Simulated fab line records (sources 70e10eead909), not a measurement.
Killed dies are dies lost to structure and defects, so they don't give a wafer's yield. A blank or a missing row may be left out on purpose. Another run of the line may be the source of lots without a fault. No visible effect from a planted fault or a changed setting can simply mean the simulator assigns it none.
Chamber matching | flow nand-harc | NHARC_A_BONDPAD_CMP_29 on cmp-04: 4 sister chambers
The step polishes SiCN, target thk 200 nm. 7 wafers are shown with their chamber, then 9 later ones without.

EACH WAFER AND ITS CHAMBER
wafer  | chamber | motor-current-A (A)
L088.1 | 0       | 13.5
L093.1 | 1       | 12.7
L093.3 | 2       | 11.0
L093.6 | 3       | 10.9
L090.1 | 3       | 11.3
L090.3 | 2       | 11.1
L090.6 | 1       | 12.0

WAFERS MISSING THEIR CHAMBER
wafer  | motor-current-A (A)
L094.1 | 13.2
L094.3 | 11.5
L094.4 | 11.5
L095.1 | 11.4
L095.3 | 11.1
L095.4 | 13.4
L096.2 | 11.7
L096.4 | 11.4
L096.6 | 11.2

CHAMBER TAKEN BY EACH
wafer  | from the rows above          | in truth
L094.1 | can't be placed: 0 or 1      | 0
L094.3 | can't be placed: 3 or 2 or 1 | 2
L094.4 | can't be placed: 3 or 2 or 1 | 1
L095.1 | can't be placed: 3 or 2 or 1 | 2
L095.3 | can't be placed: 3 or 2      | 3
L095.4 | 0                            | 0
L096.2 | can't be placed: 3 or 2 or 1 | 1
L096.4 | can't be placed: 3 or 2 or 1 | 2
L096.6 | can't be placed: 3 or 2      | 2
Correct placement for 1 of the 9. Unplaceable from these rows: 8, with the true chamber sitting among the candidates in 8. Placed wrongly: 0.
How it was worked out, from the rows above alone: a wafer's distance from a chamber is the root of the sum, over the readings, of the square of ((its reading less the chamber's mean) divided by the reading's scatter). The wafer belongs to the nearest chamber; if the next one is less than 2 further off, it can't be placed. The mean given for a chamber averages the wafers shown for that chamber. The scatter: the root of (the sum of the squares of (reading less its chamber's mean) over the shown wafers, divided by (wafers less chambers)).
